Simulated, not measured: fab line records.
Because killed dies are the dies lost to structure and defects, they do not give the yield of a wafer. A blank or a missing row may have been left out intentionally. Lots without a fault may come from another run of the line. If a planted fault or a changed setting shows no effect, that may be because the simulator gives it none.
Matching of chambers    flow nand_harc    NHARC_A_CONTACT_DESCUM_13 on rie_diel-06: 4 sister chambers
The step chemistry O2, time 3 s. 4 wafers are shown with their chamber, then 12 later ones without.

== WAFERS WITH THEIR CHAMBER ==
wafer   chamber  showerhead_plenum_p_Torr (Torr)
L085.1  0        2.00
L085.6  1        1.86
L087.2  3        1.91
L087.5  2        1.96

== WAFERS WITH NO CHAMBER GIVEN ==
wafer   showerhead_plenum_p_Torr (Torr)
L088.3  1.96
L088.4  1.91
L088.5  2.00
L091.2  1.86
L091.4  1.96
L091.5  1.96
L095.2  1.91
L095.3  1.99
L095.6  1.99
L097.3  1.91
L097.4  1.95
L097.6  1.91

== WHICH CHAMBER EACH WENT THROUGH ==
wafer   from the rows above  in truth
L088.3  2                    2
L088.4  3                    3
L088.5  0                    0
L091.2  1                    1
L091.4  2                    2
L091.5  2                    2
L095.2  3                    3
L095.3  0                    0
L095.6  0                    0
L097.3  3                    3
L097.4  2                    2
L097.6  3                    3
Correctly placed: 12 of 12. Number that these rows cannot place: 0. Wrongly placed: 0.
How it was worked out, from the rows above alone: a wafer's distance from a chamber is the root of the sum, over the readings, of the square of ((its reading less the chamber's mean) divided by the reading's scatter). The wafer belongs to the nearest chamber; if the next one is less than 2 further off, it can't be placed. The mean given for a chamber averages the wafers shown for that chamber. The scatter: with one shown wafer a chamber, the root of the mean of the squares of how far each hidden wafer lies from its nearest shown one.
